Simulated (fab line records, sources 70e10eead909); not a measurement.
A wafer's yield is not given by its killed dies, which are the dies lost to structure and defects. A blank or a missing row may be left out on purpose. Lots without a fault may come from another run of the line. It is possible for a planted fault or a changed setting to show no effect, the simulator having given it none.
Chamber matching | flow nand-harc | NHARC_A_STAIRCASE_DEP_259 on pecvd-04 has 3 sister chambers
The step deposits SiON, target thk 30 nm. 14 wafers are shown with their chamber, then 7 later ones without.

## WAFERS WITH THEIR CHAMBER
wafer  | chamber | heater-power-w (W) | susceptor-temp-C (C)
L074.2 | 0       | 705                | 400.13
L074.3 | 2       | 648                | 400.03
L074.5 | 2       | 646                | 400.10
L075.2 | 2       | 630                | 399.74
L075.3 | 1       | 843                | 399.98
L075.4 | 0       | 732                | 399.82
L083.1 | 0       | 728                | 399.76
L083.2 | 2       | 651                | 400.03
L083.6 | 1       | 802                | 400.16
L089.1 | 0       | 713                | 400.01
L089.3 | 1       | 717                | 400.02
L089.4 | 2       | 640                | 399.88
L094.4 | 1       | 720                | 400.04
L094.5 | 2       | 695                | 399.62

SIGNATURES (averages over the wafers above)
reading          | chamber 0 | chamber 1 | chamber 2 | scatter within a chamber
heater-power-w   | 719.50    | 770.50    | 651.67    | 36.5
susceptor-temp-C | 399.9300  | 400.0500  | 399.9000  | 0.161
Rule: for a wafer and a chamber, the distance is found by dividing, reading by reading, the gap between the wafer's reading and the chamber's mean by the reading's scatter, squaring, summing and taking the root. If the next closest chamber is less than 2 further off than the closest, the wafer can't be placed; otherwise it belongs to the closest. The scatter: the root of (the sum of the squares of (reading less its chamber's mean) over the shown wafers, divided by (wafers less chambers)).

## WAFERS WITH NO CHAMBER GIVEN
wafer  | heater-power-w (W) | susceptor-temp-C (C)
L094.6 | 723                | 399.48
L093.1 | 825                | 399.93
L093.3 | 694                | 400.20
L093.4 | 839                | 400.00
L096.1 | 628                | 399.95
L096.2 | 741                | 399.90
L096.4 | 635                | 400.15

## WHICH CHAMBER EACH ONE RAN IN
wafer  | from the rows above          | in truth
L094.6 | can't be placed: 0 or 2 or 1 | 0
L093.1 | can't be placed: 1 or 0      | 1
L093.3 | can't be placed: 0 or 2 or 1 | 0
L093.4 | can't be placed: 1 or 0      | 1
L096.1 | can't be placed: 2 or 0      | 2
L096.2 | can't be placed: 0 or 1 or 2 | 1
L096.4 | can't be placed: 2 or 0      | 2
0 of 7 placed correctly. These rows do not allow placing 7 (true chamber among the candidates in 7). Wrongly placed: 0.
